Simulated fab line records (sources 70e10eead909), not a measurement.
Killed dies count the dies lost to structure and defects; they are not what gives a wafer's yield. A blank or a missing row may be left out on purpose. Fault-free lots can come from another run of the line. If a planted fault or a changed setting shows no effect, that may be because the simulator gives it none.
Chamber matching | flow nand_harc | rie_diel-10 running NHARC_A_CONTACT_ETCH_88: 4 sister chambers
The step etches the open film in CF4, target depth 39 nm, time 65 s. 51 wafers are shown with their chamber, then 12 later ones without.

WAFERS WITH THEIR CHAMBER
wafer  | chamber | showerhead_plenum_p_Torr (Torr) | drypump_motor_current_A (A) | rf_vpp_V (V)
L074.4 | 2       | 1.65                            | 5.88                        | 150.2
L074.5 | 1       | 1.82                            | 5.63                        | 151.9
L074.6 | 0       | 1.68                            | 5.60                        | 151.3
L076.1 | 1       | 1.82                            | 5.63                        | 151.2
L076.2 | 2       | 1.65                            | 5.85                        | 147.8
L076.6 | 0       | 1.68                            | 5.61                        | 150.7
L075.3 | 0       | 1.68                            | 5.62                        | 149.5
L075.4 | 2       | 1.65                            | 5.87                        | 150.2
L075.6 | 0       | 1.68                            | 5.63                        | 151.0
L077.3 | 0       | 1.68                            | 5.63                        | 150.4
L077.5 | 0       | 1.68                            | 5.64                        | 150.5
L077.6 | 1       | 1.82                            | 5.59                        | 152.7
L078.3 | 3       | 1.69                            | 5.79                        | 148.9
L078.4 | 0       | 1.68                            | 5.58                        | 150.3
L078.5 | 3       | 1.69                            | 5.80                        | 150.0
L079.2 | 2       | 1.65                            | 5.88                        | 150.7
L079.4 | 0       | 1.68                            | 5.68                        | 150.9
L079.5 | 0       | 1.68                            | 5.61                        | 150.1
L080.1 | 3       | 1.69                            | 5.81                        | 149.8
L080.2 | 1       | 1.82                            | 5.60                        | 152.1
L080.3 | 0       | 1.68                            | 5.60                        | 150.4
L082.3 | 0       | 1.68                            | 5.64                        | 149.9
L082.4 | 1       | 1.82                            | 5.65                        | 151.1
L082.5 | 1       | 1.82                            | 5.64                        | 152.0
L081.1 | 3       | 1.69                            | 5.80                        | 150.2
L081.3 | 2       | 1.65                            | 5.86                        | 148.3
L081.5 | 0       | 1.67                            | 5.66                        | 149.2
L085.2 | 3       | 1.69                            | 5.82                        | 151.0
L085.5 | 1       | 1.82                            | 5.62                        | 151.9
L085.6 | 2       | 1.65                            | 5.87                        | 148.3
L084.2 | 0       | 1.67                            | 5.62                        | 151.1
L084.4 | 3       | 1.68                            | 5.82                        | 150.6
L084.6 | 3       | 1.69                            | 5.80                        | 149.5
L083.3 | 3       | 1.68                            | 5.81                        | 151.4
L083.4 | 0       | 1.67                            | 5.59                        | 150.1
L083.6 | 2       | 1.64                            | 5.91                        | 151.4
L086.1 | 0       | 1.67                            | 5.58                        | 149.7
L086.2 | 3       | 1.68                            | 5.85                        | 149.5
L086.4 | 1       | 1.82                            | 5.61                        | 152.5
L087.3 | 1       | 1.81                            | 5.63                        | 152.4
L087.5 | 1       | 1.81                            | 5.60                        | 152.5
L087.6 | 0       | 1.67                            | 5.63                        | 150.1
L090.3 | 1       | 1.81                            | 5.59                        | 152.7
L090.4 | 3       | 1.68                            | 5.81                        | 149.8
L090.6 | 1       | 1.81                            | 5.63                        | 151.4
L089.1 | 2       | 1.64                            | 5.87                        | 150.2
L089.3 | 3       | 1.68                            | 5.80                        | 150.0
L089.5 | 0       | 1.67                            | 5.62                        | 150.3
L088.3 | 2       | 1.64                            | 5.88                        | 148.2
L088.4 | 1       | 1.81                            | 5.62                        | 151.3
L088.5 | 1       | 1.81                            | 5.63                        | 150.4

SIGNATURES, as means of the wafers listed above
reading                  | chamber 0 | chamber 1 | chamber 2 | chamber 3 | scatter within a chamber
showerhead_plenum_p_Torr | 1.6765    | 1.8157    | 1.6467    | 1.6855    | 0.00506
drypump_motor_current_A  | 5.6200    | 5.6193    | 5.8744    | 5.8100    | 0.021
rf_vpp_V                 | 150.324   | 151.864   | 149.478   | 150.064   | 0.806
Rule: distance of a wafer from a chamber = root of the sum over the readings of ((wafer's reading minus chamber's mean) / reading's scatter) squared. The wafer belongs to the nearest chamber; if the next one is less than 2 further off, it can't be placed. The scatter: take each reading less its chamber's mean, square it, sum over the shown wafers, divide by the number of wafers less the number of chambers, and take the root.

WAFERS MISSING THEIR CHAMBER
wafer  | showerhead_plenum_p_Torr (Torr) | drypump_motor_current_A (A) | rf_vpp_V (V)
L093.4 | 1.67                            | 5.62                        | 150.3
L093.5 | 1.64                            | 5.85                        | 147.9
L093.6 | 1.81                            | 5.63                        | 151.3
L095.1 | 1.67                            | 5.59                        | 149.1
L095.4 | 1.81                            | 5.62                        | 149.9
L095.6 | 1.81                            | 5.58                        | 150.5
L096.2 | 1.67                            | 5.63                        | 151.6
L096.5 | 1.68                            | 5.81                        | 149.2
L096.6 | 1.64                            | 5.86                        | 149.9
L097.2 | 1.64                            | 5.90                        | 150.5
L097.3 | 1.68                            | 5.78                        | 151.0
L097.5 | 1.68                            | 5.77                        | 149.4

CHAMBER TAKEN BY EACH
wafer  | from the rows above | in truth
L093.4 | 0                   | 0
L093.5 | 2                   | 2
L093.6 | 1                   | 1
L095.1 | 0                   | 0
L095.4 | 1                   | 1
L095.6 | 1                   | 1
L096.2 | 0                   | 0
L096.5 | 3                   | 3
L096.6 | 2                   | 2
L097.2 | 2                   | 2
L097.3 | 3                   | 3
L097.5 | 3                   | 3
Placed correctly: 12 of 12. Left unplaced by these rows: 0. Wrongly placed: 0.
